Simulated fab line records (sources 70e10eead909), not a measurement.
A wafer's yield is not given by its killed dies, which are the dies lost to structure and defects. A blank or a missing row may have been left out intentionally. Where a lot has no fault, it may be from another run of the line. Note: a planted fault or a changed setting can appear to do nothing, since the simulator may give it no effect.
fab line records	flow nand-harc
record lots=6	wafers=18	last-day=33
route steps=1302 shown A_CONTACT@1000 END@1302
lots untouched by any fault: they come from a run of this same line in which no faults occurred
start-h: hours from the record's opening day to when the first of the lot's shown wafers began	wait-h: how many hours have passed since the lot's step before this one	" identical to the entry in the row above	L1.1+2: a single row standing in for several wafers	- either no value or no given start	* or withheld: withheld	< > ~ a bound
route shown NAME@n: names a module that has steps shown in the file, with the first one's number in the route	usual: mean and standard deviation over wafers with no fault	same: alike in all rows	chamber/n: place in a boat	sites: per-site readings	_std_site: how widely they spread, as a standard deviation	_edge_site: outer sites' mean less inner sites'	radius-mm: for every site, how far away it sits from the centre of the wafer	mask NAME#n: copy n	behind: tool/chamber where the wafer was last shaped	hold: cause of the lot's hold/its duration in hours/its outcome	device: the n, p or np transistor that did not switch	end of line: the tests these same wafers got at the end of their route	a step without rows: its recipe alone	killed: at the first sort, the dies lost to defects and structure; wafer yield is something else	map: the dies of a wafer, with x for killed, . for not killed, _ for no die there
set.NAME: the run value of the setting; set.NAME@STEP: its run value at that earlier step	model.NAME: the simulator's own value behind a step, which no gauge read
lots at selected steps of the route; one table per step, one row per wafer
services: from which hour (start-h, from the record's first day; less than 0 if before it) a tool's chamber was out of use, for how many hours, and why
## steps
# step NHARC_A_CONTACT_DESCUM_47
# recipe time-s=3	o2-flow-sccm=200	ar-flow-sccm=0	bias-power-w=0	chemistry=O2
# step NHARC_A_CONTACT_ETCH_48
# recipe target-depth-a=390	over-etch-frac=0.3	time-s=65	ion-energy-ev=80	cf4-flow-sccm=150	ar-flow-sccm=0	rf-w=300	bias-w=100	chemistry=CF4
# step NHARC_A_CONTACT_ETCH_49
# recipe target-depth-a=2600	over-etch-frac=0.3	time-s=475.3	ion-energy-ev=200	n2-flow-sccm=150	h2-flow-sccm=150	ar-flow-sccm=0	rf-w=400	bias-w=150	chemistry=N2/H2
# step NHARC_A_CONTACT_ETCH_50
# recipe target-depth-a=1210	time-s=60.5	cf4-flow-sccm=100	chf3-flow-sccm=30	ar-flow-sccm=0	rf-w=500	bias-w=200	chemistry=CF4/CHF3
# usual bias-w=200.0/0.59	cf4-flow-sccm=100.02/0.28	drypump-motor-current-A=5.8/0.36	oes-product-au=0.945/0.022	rf-fwd-power-W=494.9/2.6	rf-vpp-V=370.4/2.8	showerhead-plenum-p-Torr=1.57/0.079	throttle-valve-pct=16.803/0.0086
lot.wafer	tool	chamber	start-h	wait-h	bias-w	cf4-flow-sccm	drypump-motor-current-A	oes-product-au	rf-fwd-power-W	rf-hours-counter-h	rf-vpp-V	showerhead-plenum-p-Torr	throttle-valve-pct
L868.2	rie-diel-09	0	-	-	199.6	100.10	6.4	0.953	496.6	5	366.4	1.49	16.815
L868.1	"	1	"	"	199.4	99.97	5.6	0.956	497.0	5	374.8	1.65	16.792
L868.6	"	0	"	"	199.3	100.39	6.4	0.950	493.2	-	368.7	1.49	16.792
L880.3	rie-diel-07	3	-	-	199.9	99.76	5.4	0.921	488.7	53	369.1	1.55	16.799
L880.2	"	1	"	"	199.9	100.03	5.7	0.928	498.8	58	369.0	1.51	16.800
L880.1	"	2	"	"	200.5	100.21	5.4	0.917	494.3	45	367.4	1.48	16.819
L881.2	rie-diel-09	0	-	-	200.3	99.82	6.4	0.958	494.3	23	367.7	1.49	16.804
L881.3	"	3	"	"	198.8	100.09	5.7	0.956	499.0	26	366.2	1.46	16.807
L881.5	"	0	"	"	199.7	99.40	6.4	0.955	495.7	-	366.3	1.49	16.801
L886.2	rie-diel-04	2	-	-	198.7	100.42	5.7	0.917	491.2	52	371.6	1.55	16.809
L886.4	"	3	"	"	200.5	99.56	6.3	0.923	492.0	52	368.7	1.53	16.828
L886.1	"	1	"	"	198.5	99.82	5.7	0.924	493.1	50	372.9	1.67	16.791
L888.2	rie-diel-09	2	-	-	200.1	100.09	6.3	0.965	492.8	7	371.1	1.59	16.807
L888.4	"	3	"	"	199.6	100.31	5.7	0.978	497.4	7	375.5	1.70	16.790
L888.1	"	0	"	"	199.3	100.20	6.4	0.967	496.1	6	367.6	1.49	16.810
L887.1	rie-diel-07	0	-	-	199.3	100.16	5.5	0.919	492.9	21	373.4	1.68	16.819
L887.4	"	0	"	"	200.5	100.44	5.5	0.925	496.4	-	373.9	1.68	16.793
L887.5	"	1	"	"	199.8	99.93	5.7	0.920	496.7	-	368.6	1.51	16.793
# step NHARC_A_CONTACT_ETCH_51
# recipe target-depth-a=70000	over-etch-frac=0.3	time-s=1820	ion-energy-ev=150	o2-flow-sccm=400	cos-flow-sccm=20	ar-flow-sccm=0	rf-w=500	bias-w=300	chemistry=O2/COS
# usual bias-w=299.8/0.94	chamber-pressure-mTorr=20.005/0.017	drypump-motor-current-A=5.8/0.35	oes-product-au=0.998/0.0068	rf-fwd-power-W=499.8/1.6	rf-vpp-V=314.2/2.6	showerhead-plenum-p-Torr=3.13/0.16	throttle-valve-pct=28.331/0.0087
lot.wafer	tool	chamber	start-h	wait-h	bias-w	chamber-pressure-mTorr	drypump-motor-current-A	oes-product-au	rf-fwd-power-W	rf-hours-counter-h	rf-vpp-V	showerhead-plenum-p-Torr	throttle-valve-pct
L868.1	rie-diel-09	3	-	-	300.4	20.024	5.7	0.992	500.1	6	310.3	2.90	28.337
L868.2	"	0	"	"	299.9	20.001	6.4	0.997	503.9	6	311.8	2.96	28.320
L868.6	"	3	"	"	300.5	20.015	5.7	0.997	497.4	-	310.8	2.90	28.336
L880.1	rie-diel-04	1	651.12	-	298.9	20.012	5.7	0.986	499.9	32	316.4	3.33	28.325
L880.3	"	2	"	"	299.6	20.026	5.7	0.995	499.8	32	313.2	3.09	28.324
L880.2	"	3	"	"	298.2	19.992	6.3	1.001	499.3	31	312.0	3.05	28.345
L881.3	rie-diel-09	1	-	-	299.1	19.975	5.6	0.999	500.0	26	315.6	3.26	28.346
L881.2	"	0	"	"	300.4	20.023	6.4	1.002	501.1	23	311.9	2.96	28.332
L881.5	"	2	"	"	300.7	19.993	6.3	0.996	500.2	-	313.9	3.15	28.321
L886.2	rie-diel-04	0	-	-	298.1	20.007	5.6	0.992	499.5	52	316.6	3.34	28.328
L886.1	"	1	"	"	298.5	20.004	5.7	0.977	499.9	50	317.4	3.32	28.330
L886.4	"	2	"	"	298.5	20.013	5.7	0.988	496.0	52	312.5	3.08	28.338
L888.4	rie-diel-09	2	-	-	300.3	20.014	6.3	1.004	500.5	8	315.1	3.15	28.324
L888.1	"	3	"	"	299.1	20.008	5.7	0.997	500.7	8	319.1	3.37	28.337
L888.2	"	1	"	"	299.5	20.004	5.6	0.996	499.0	7	315.8	3.26	28.340
L887.1	rie-diel-07	1	-	-	300.5	20.009	5.7	0.990	503.0	22	312.1	2.99	28.323
L887.4	"	0	"	"	299.5	20.007	5.5	1.002	499.7	-	318.0	3.33	28.348
L887.5	"	1	"	"	300.4	20.015	5.7	0.994	500.9	-	311.7	2.99	28.326
# step NHARC_A_CONTACT_ETCH_111
# recipe source-w=withheld	pressure-mtorr=20	bias-v=withheld	time-s=140	target-depth-a=7000	ar-flow-sccm=withheld	c4f8-flow-sccm=withheld	o2-flow-sccm=withheld	chemistry=C4F8/O2/Ar
# usual chamber-pressure-mTorr=20.001/0.019	oes-air-line-au=1.001/0.022
lot.wafer	tool	chamber	start-h	wait-h	chamber-pressure-mTorr	oes-air-line-au	rf-hours-counter-h
L868.1	har-cap-etch-03	1	533.71	-	19.993	1.001	44
L868.2	"	0	"	"	19.989	1.012	44
L868.6	"	1	"	"	19.972	0.974	-
L880.2	har-cap-etch-03	0	652.33	-	19.995	1.026	64
L880.1	"	1	"	"	19.976	0.983	64
L880.3	"	1	"	"	20.008	0.974	-
L881.2	har-cap-etch-02	0	653.38	-	19.985	0.977	112
L881.3	"	1	"	"	20.010	1.001	-
L881.5	"	1	"	"	19.965	0.984	-
L886.2	har-cap-etch-03	1	706.29	-	19.985	1.019	75
L886.1	"	0	"	"	20.007	0.980	75
L886.4	"	1	"	"	20.003	0.999	-
L888.1	har-cap-etch-01	0	728.58	-	20.010	1.027	35
L888.2	"	1	"	"	20.018	1.009	35
L888.4	"	0	"	"	19.995	1.035	-
L887.1	har-cap-etch-02	1	729.14	-	20.010	0.965	124
L887.4	"	1	"	"	20.004	1.017	-
L887.5	"	0	"	"	20.011	1.003	-
# step NHARC_A_CONTACT_ETCH_112
# recipe source-w=withheld	pressure-mtorr=20	bias-v=3000	time-s=190	target-depth-a=18500	ar-flow-sccm=withheld	c4f8-flow-sccm=withheld	o2-flow-sccm=withheld	chemistry=C4F8/O2/Ar
# step NHARC_A_CONTACT_ETCH_113
# recipe source-w=withheld	pressure-mtorr=20	bias-v=3000	time-s=190	target-depth-a=18500	ar-flow-sccm=withheld	c4f8-flow-sccm=withheld	o2-flow-sccm=withheld	chemistry=C4F8/O2/Ar
# step NHARC_A_CONTACT_ETCH_114
# recipe source-w=withheld	pressure-mtorr=20	bias-v=3000	time-s=190	target-depth-a=18500	ar-flow-sccm=withheld	c4f8-flow-sccm=withheld	o2-flow-sccm=withheld	chemistry=C4F8/O2/Ar
# step NHARC_A_CONTACT_ETCH_115
# recipe source-w=withheld	pressure-mtorr=20	bias-v=3000	time-s=190	target-depth-a=18500	ar-flow-sccm=withheld	c4f8-flow-sccm=withheld	o2-flow-sccm=withheld	chemistry=C4F8/O2/Ar
# step NHARC_A_CONTACT_ETCH_116
# recipe source-w=withheld	pressure-mtorr=20	bias-v=3000	time-s=190	target-depth-a=18500	ar-flow-sccm=withheld	c4f8-flow-sccm=withheld	o2-flow-sccm=withheld	chemistry=C4F8/O2/Ar
# usual chamber-pressure-mTorr=20.000/0.017	oes-air-line-au=1.001/0.021
lot.wafer	tool	chamber	start-h	wait-h	chamber-pressure-mTorr	oes-air-line-au	rf-hours-counter-h
L868.1	har-cap-etch-03	1	534.59	0.1	19.995	1.048	44
L868.2	"	0	"	"	19.986	0.991	44
L868.6	"	1	"	"	19.969	0.994	-
L880.2	har-cap-etch-03	0	653.21	0.1	20.020	0.993	64
L880.1	"	1	"	"	19.975	0.998	64
L880.3	"	1	"	"	19.993	0.984	-
L881.2	har-cap-etch-02	0	654.25	0.1	20.011	0.970	113
L881.3	"	1	"	"	20.017	0.983	-
L881.5	"	1	"	"	19.970	1.012	-
L886.2	har-cap-etch-03	1	707.17	0.1	19.992	0.998	76
L886.1	"	0	"	"	19.968	1.023	76
L886.4	"	1	"	"	19.995	1.006	-
L888.1	har-cap-etch-01	0	729.46	0.1	19.979	0.979	36
L888.2	"	1	"	"	20.020	0.973	36
L888.4	"	0	"	"	19.995	0.983	-
L887.1	har-cap-etch-02	1	730.02	0.1	19.981	1.011	125
L887.4	"	1	"	"	20.037	1.033	-
L887.5	"	0	"	"	19.980	1.027	-
# step NHARC_A_CONTACT_ETCH_117
# recipe source-w=withheld	pressure-mtorr=20	bias-v=3000	time-s=190	target-depth-a=18500	ar-flow-sccm=withheld	c4f8-flow-sccm=withheld	o2-flow-sccm=withheld	chemistry=C4F8/O2/Ar
# step NHARC_A_CONTACT_ETCH_118
# recipe source-w=withheld	pressure-mtorr=20	bias-v=3000	time-s=190	target-depth-a=18500	ar-flow-sccm=withheld	c4f8-flow-sccm=withheld	o2-flow-sccm=withheld	chemistry=C4F8/O2/Ar
# usual chamber-pressure-mTorr=20.002/0.019	oes-air-line-au=1.004/0.019
lot.wafer	tool	chamber	start-h	wait-h	chamber-pressure-mTorr	oes-air-line-au	rf-hours-counter-h
L868.1	har-cap-etch-03	1	534.93	0.1	20.023	0.993	45
L868.2	"	0	"	"	19.994	1.007	45
L868.6	"	1	"	"	19.991	0.969	-
L880.2	har-cap-etch-03	0	653.56	0.1	-	-	-
L880.1	"	1	"	"	-	-	-
L880.3	"	1	"	"	-	-	-
L881.2	har-cap-etch-02	0	654.59	0.1	-	-	-
L881.3	"	1	"	"	-	-	-
L881.5	"	1	"	"	-	-	-
L886.2	har-cap-etch-03	1	707.52	0.1	20.010	1.007	76
L886.1	"	0	"	"	19.976	0.992	76
L886.4	"	1	"	"	20.006	0.996	-
L888.1	har-cap-etch-01	0	729.80	0.1	19.993	1.016	36
L888.2	"	1	"	"	20.011	1.006	36
L888.4	"	0	"	"	19.993	0.985	-
L887.1	har-cap-etch-02	1	730.36	0.1	20.018	0.989	125
L887.4	"	1	"	"	19.985	1.023	-
L887.5	"	0	"	"	19.992	1.026	-
# step NHARC_A_CONTACT_ETCH_119
# recipe source-w=withheld	pressure-mtorr=20	bias-v=3000	time-s=190	target-depth-a=18500	ar-flow-sccm=withheld	c4f8-flow-sccm=withheld	o2-flow-sccm=withheld	chemistry=C4F8/O2/Ar
# usual chamber-pressure-mTorr=19.999/0.016	oes-air-line-au=1.000/0.019
lot.wafer	tool	chamber	start-h	wait-h	chamber-pressure-mTorr	oes-air-line-au	rf-hours-counter-h
L868.1	har-cap-etch-03	1	535.10	0.1	20.009	0.989	45
L868.2	"	0	"	"	20.001	1.033	45
L868.6	"	1	"	"	19.978	0.981	-
L880.2	har-cap-etch-03	0	653.73	0.1	20.022	1.018	65
L880.1	"	1	"	"	20.000	0.985	65
L880.3	"	1	"	"	19.977	1.000	-
L881.2	har-cap-etch-02	0	654.76	0.1	19.989	1.010	113
L881.3	"	1	"	"	19.974	0.976	-
L881.5	"	1	"	"	19.999	0.988	-
L886.2	har-cap-etch-03	1	707.69	0.1	20.020	0.973	76
L886.1	"	0	"	"	20.002	1.047	76
L886.4	"	1	"	"	20.030	1.021	-
L888.1	har-cap-etch-01	0	729.97	0.1	20.017	1.005	36
L888.2	"	1	"	"	20.019	1.041	36
L888.4	"	0	"	"	20.005	0.997	-
L887.1	har-cap-etch-02	1	730.53	0.1	20.002	1.004	125
L887.4	"	1	"	"	20.012	0.999	-
L887.5	"	0	"	"	19.997	1.008	-
# step NHARC_END_SORT_01
# recipe temp-c=25
# usual killed-at-array=52/20	killed-at-other=1.0/1.3	killed-at-periphery=3.7/2.2	killed-dies=57/20	killed-open=3.2/1.6	killed-short=2.4/1.6
# same gross-dies=677
lot.wafer	tool	chamber	start-h	wait-h	killed-at-array	killed-at-other	killed-at-periphery	killed-dies	killed-open	killed-short
L880.1	prober-01	0	719.14	2.5	673	2	2	677	1	2
L880.2	prober-01	0	719.94	2.8	674	3	0	677	4	5
L880.3	prober-01	0	720.74	3.1	671	2	4	677	4	3
L881.2	prober-02	0	720.28	2.8	670	1	6	677	6	3
L881.3	prober-02	0	721.08	3.1	670	0	7	677	5	4
L881.5	prober-02	0	722.68	3.7	673	0	4	677	4	0
# killed by level:class
L880.1 A_CONTACT:area-etch=604 A_CHANNEL_HOLE_D1:chamber-film-flake=26 A_CHANNEL_HOLE_D2:chamber-film-flake=20 A_CONTACT:chamber-film-flake=9 A_STAIRCASE:chamber-film-flake=4 A_SLIT:chamber-film-flake=4 P_STI:chamber-film-flake=2 A_ONON_D1:geometric-particle:short=1
L880.2 A_CONTACT:area-etch=612 A_CHANNEL_HOLE_D1:chamber-film-flake=20 A_CHANNEL_HOLE_D2:chamber-film-flake=15 A_CONTACT:chamber-film-flake=10 A_SLIT:chamber-film-flake=6 A_CHANNEL_FILL_D1:geometric-particle:short=2 A_DECK1_JOINT:geometric-particle:open=2 A_STAIRCASE:chamber-film-flake=2
L881.2 A_CONTACT:area-etch=619 A_CHANNEL_HOLE_D2:chamber-film-flake=18 A_CHANNEL_HOLE_D1:chamber-film-flake=13 A_CONTACT:chamber-film-flake=5 P_STI:chamber-film-flake=3 A_SLIT:chamber-film-flake=3 P_M0:geometric-particle:short=1 A_CHANNEL_FILL_D1:geometric-particle:open=1
L880.3 A_CONTACT:area-etch=604 A_CHANNEL_HOLE_D1:chamber-film-flake=27 A_CHANNEL_HOLE_D2:chamber-film-flake=18 A_CONTACT:chamber-film-flake=12 A_STAIRCASE:chamber-film-flake=4 P_M0:geometric-particle:open=2 A_ONON_D2:geometric-particle:short=2 THIN_TSV:chamber-film-flake=2
L881.3 A_CONTACT:area-etch=626 A_CHANNEL_HOLE_D2:chamber-film-flake=22 A_SLIT:chamber-film-flake=5 A_CHANNEL_HOLE_D1:chamber-film-flake=4 A_M0:geometric-particle:open=2 P_M2:chamber-film-flake=2 A_DECK1_JOINT:chamber-film-flake=2 A_CONTACT:chamber-film-flake=2
L881.5 A_CONTACT:area-etch=629 A_CHANNEL_HOLE_D2:chamber-film-flake=18 A_CHANNEL_HOLE_D1:chamber-film-flake=8 A_CONTACT:chamber-film-flake=5 A_SLIT:chamber-film-flake=3 A_CHANNEL_FILL_D1:chamber-film-flake=3 A_M0:geometric-particle:open=2 A_DECK1_JOINT:chamber-film-flake=2
# map L880.1 (x killed, . not)
____________x____________
_________xxxxxxx_________
_______xxxxxxxxxxx_______
______xxxxxxxxxxxxx______
_____xxxxxxxxxxxxxxx_____
____xxxxxxxxxxxxxxxxx____
____xxxxxxxxxxxxxxxxx____
___xxxxxxxxxxxxxxxxxxx___
___xxxxxxxxxxxxxxxxxxx___
__xxxxxxxxxxxxxxxxxxxxx__
__xxxxxxxxxxxxxxxxxxxxx__
_xxxxxxxxxxxxxxxxxxxxxxx_
_xxxxxxxxxxxxxxxxxxxxxxx_
_xxxxxxxxxxxxxxxxxxxxxxx_
_xxxxxxxxxxxxxxxxxxxxxxx_
_xxxxxxxxxxxxxxxxxxxxxxx_
xxxxxxxxxxxxxxxxxxxxxxxxx
xxxxxxxxxxxxxxxxxxxxxxxxx
xxxxxxxxxxxxxxxxxxxxxxxxx
xxxxxxxxxxxxxxxxxxxxxxxxx
xxxxxxxxxxxxxxxxxxxxxxxxx
_xxxxxxxxxxxxxxxxxxxxxxx_
_xxxxxxxxxxxxxxxxxxxxxxx_
_xxxxxxxxxxxxxxxxxxxxxxx_
_xxxxxxxxxxxxxxxxxxxxxxx_
_xxxxxxxxxxxxxxxxxxxxxxx_
__xxxxxxxxxxxxxxxxxxxxx__
__xxxxxxxxxxxxxxxxxxxxx__
___xxxxxxxxxxxxxxxxxxx___
___xxxxxxxxxxxxxxxxxxx___
____xxxxxxxxxxxxxxxxx____
____xxxxxxxxxxxxxxxxx____
_____xxxxxxxxxxxxxxx_____
______xxxxxxxxxxxxx______
_______xxxxxxxxxxx_______
_________xxxxxxx_________
____________x____________
# map L881.2 (x killed, . not)
____________x____________
_________xxxxxxx_________
_______xxxxxxxxxxx_______
______xxxxxxxxxxxxx______
_____xxxxxxxxxxxxxxx_____
____xxxxxxxxxxxxxxxxx____
____xxxxxxxxxxxxxxxxx____
___xxxxxxxxxxxxxxxxxxx___
___xxxxxxxxxxxxxxxxxxx___
__xxxxxxxxxxxxxxxxxxxxx__
__xxxxxxxxxxxxxxxxxxxxx__
_xxxxxxxxxxxxxxxxxxxxxxx_
_xxxxxxxxxxxxxxxxxxxxxxx_
_xxxxxxxxxxxxxxxxxxxxxxx_
_xxxxxxxxxxxxxxxxxxxxxxx_
_xxxxxxxxxxxxxxxxxxxxxxx_
xxxxxxxxxxxxxxxxxxxxxxxxx
xxxxxxxxxxxxxxxxxxxxxxxxx
xxxxxxxxxxxxxxxxxxxxxxxxx
xxxxxxxxxxxxxxxxxxxxxxxxx
xxxxxxxxxxxxxxxxxxxxxxxxx
_xxxxxxxxxxxxxxxxxxxxxxx_
_xxxxxxxxxxxxxxxxxxxxxxx_
_xxxxxxxxxxxxxxxxxxxxxxx_
_xxxxxxxxxxxxxxxxxxxxxxx_
_xxxxxxxxxxxxxxxxxxxxxxx_
__xxxxxxxxxxxxxxxxxxxxx__
__xxxxxxxxxxxxxxxxxxxxx__
___xxxxxxxxxxxxxxxxxxx___
___xxxxxxxxxxxxxxxxxxx___
____xxxxxxxxxxxxxxxxx____
____xxxxxxxxxxxxxxxxx____
_____xxxxxxxxxxxxxxx_____
______xxxxxxxxxxxxx______
_______xxxxxxxxxxx_______
_________xxxxxxx_________
____________x____________
## services
tool	chamber	start-h	hours	kind
rie-diel-07	2	523.08	4.5	repair
rie-diel-09	0	531.06	-	clean
rie-diel-09	1	531.06	-	clean
rie-diel-09	2	531.06	-	clean
rie-diel-09	3	531.06	-	clean
rie-diel-04	-	532.15	9.0	pm
rie-diel-09	0	555.56	-	clean
rie-diel-09	1	555.56	-	clean
rie-diel-09	2	555.56	-	clean
rie-diel-09	3	555.56	-	clean
rie-diel-04	1	558.39	3.9	repair
rie-diel-09	0	580.06	-	clean
rie-diel-09	1	580.06	-	clean
rie-diel-09	2	580.06	-	clean
rie-diel-09	3	580.06	-	clean
rie-diel-07	2	603.01	4.5	repair
rie-diel-07	2	625.11	9.1	repair
rie-diel-09	-	626.52	6.0	repair
rie-diel-09	2	648.15	3.2	repair
rie-diel-07	-	651.12	9.0	pm
rie-diel-09	-	674.47	9.0	pm
rie-diel-04	-	709.15	9.0	pm
rie-diel-07	2	709.44	22.5	repair
rie-diel-07	-	717.48	1.9	repair
## key
first-sign step=NHARC_A_CONTACT_ETCH_118	reading=tool-record	direction=missing
effect step=NHARC_END_SORT_01	reading=killed-at-array	direction=up	sigmas=31	usual=52	struck=672
more-kills-born-at NHARC_A_CONTACT_ETCH_118@har-cap-etch-02=1874	NHARC_A_CONTACT_ETCH_118@har-cap-etch-03=1820
met-at NHARC_A_CONTACT_ETCH_118
struck-wafers L880.1,L880.2,L880.3,L881.2,L881.3,L881.5
later-rows-left-out L880.1,L880.2,L880.3,L881.2,L881.3,L881.5
tester-left-out L880,L881
onset-between 534.93 653.56
fault kind=skipped-step-whole	tool=har-cap-etch-02,har-cap-etch-03	chamber=-	onset-h=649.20	steps=NHARC_A_CONTACT_ETCH_118	scope=struck-lots-only
# tester-left-out: of these lots the tester's yield and bins aren't shown, on N5 and GAA mostly nor the transistor test; their killed dies are dies lost to structure and defects alone, not to doping, threshold or leakage, so they don't give the yield
# later-rows-left-out: the simulator's readings of these wafers behind a module that went badly wrong aren't trusted and aren't shown, but for the sort
